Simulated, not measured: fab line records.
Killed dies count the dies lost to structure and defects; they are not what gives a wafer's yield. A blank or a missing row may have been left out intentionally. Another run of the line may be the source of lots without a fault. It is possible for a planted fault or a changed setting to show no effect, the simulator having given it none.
Matching of chambers || flow n5-finfet || N5_BEOL_M11_CURE_71 on uv-cure-03 has 3 sister chambers
The step cures SiCOH lowk, time 240 s. 6 wafers are shown with their chamber, then 9 later ones without.

WAFERS, EACH WITH ITS CHAMBER
{"wafer": "L082.3", "chamber": 2, "lamp-power-pct (%)": 52.26, "wafer_temp_C_max": 386.7}
{"wafer": "L082.6", "chamber": 2, "lamp-power-pct (%)": 52.33, "wafer_temp_C_max": 386.6}
{"wafer": "L085.4", "chamber": 0, "lamp-power-pct (%)": 52.34, "wafer_temp_C_max": 386.6}
{"wafer": "L085.6", "chamber": 0, "lamp-power-pct (%)": 52.29, "wafer_temp_C_max": 386.5}
{"wafer": "L092.3", "chamber": 1, "lamp-power-pct (%)": 52.43, "wafer_temp_C_max": 387.2}
{"wafer": "L092.4", "chamber": 1, "lamp-power-pct (%)": 52.32, "wafer_temp_C_max": 386.5}

WAFERS MISSING THEIR CHAMBER
{"wafer": "L094.2", "lamp-power-pct (%)": 52.22, "wafer_temp_C_max": 386.2}
{"wafer": "L094.3", "lamp-power-pct (%)": 52.36, "wafer_temp_C_max": 386.2}
{"wafer": "L094.5", "lamp-power-pct (%)": 52.36, "wafer_temp_C_max": 386.9}
{"wafer": "L095.1", "lamp-power-pct (%)": 52.31, "wafer_temp_C_max": 386.9}
{"wafer": "L095.3", "lamp-power-pct (%)": 52.39, "wafer_temp_C_max": 386.6}
{"wafer": "L095.4", "lamp-power-pct (%)": 52.43, "wafer_temp_C_max": 386.5}
{"wafer": "L097.1", "lamp-power-pct (%)": 52.39, "wafer_temp_C_max": 386.9}
{"wafer": "L097.3", "lamp-power-pct (%)": 52.40, "wafer_temp_C_max": 386.3}
{"wafer": "L097.5", "lamp-power-pct (%)": 52.27, "wafer_temp_C_max": 386.2}

CHAMBER TAKEN BY EACH
{"wafer": "L094.2", "from the rows above": "can't be placed: 2 or 0 or 1", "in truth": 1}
{"wafer": "L094.3", "from the rows above": "can't be placed: 0 or 2 or 1", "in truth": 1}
{"wafer": "L094.5", "from the rows above": "can't be placed: 1 or 2 or 0", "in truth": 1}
{"wafer": "L095.1", "from the rows above": "can't be placed: 2 or 1 or 0", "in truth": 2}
{"wafer": "L095.3", "from the rows above": "can't be placed: 1 or 0 or 2", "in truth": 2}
{"wafer": "L095.4", "from the rows above": "can't be placed: 1 or 0 or 2", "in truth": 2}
{"wafer": "L097.1", "from the rows above": "can't be placed: 1 or 0 or 2", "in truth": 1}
{"wafer": "L097.3", "from the rows above": "can't be placed: 0 or 1 or 2", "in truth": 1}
{"wafer": "L097.5", "from the rows above": "can't be placed: 0 or 2 or 1", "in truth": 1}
0 of 9 placed correctly. Cannot be placed on the basis of these rows: 9; the candidates contain the true chamber in 9. Placed wrongly: 0.
How it was worked out, from the rows above alone: a wafer's distance from a chamber is the root of the sum, over the readings, of the square of ((its reading less the chamber's mean) divided by the reading's scatter). If the next closest chamber is less than 2 further off than the closest, the wafer can't be placed; otherwise it belongs to the closest. Each chamber's mean is taken over the wafers shown for it. How the scatter is found: for the shown wafers, subtract from each reading the mean of its chamber, square and add these, divide the total by (wafers less chambers), then take the root.
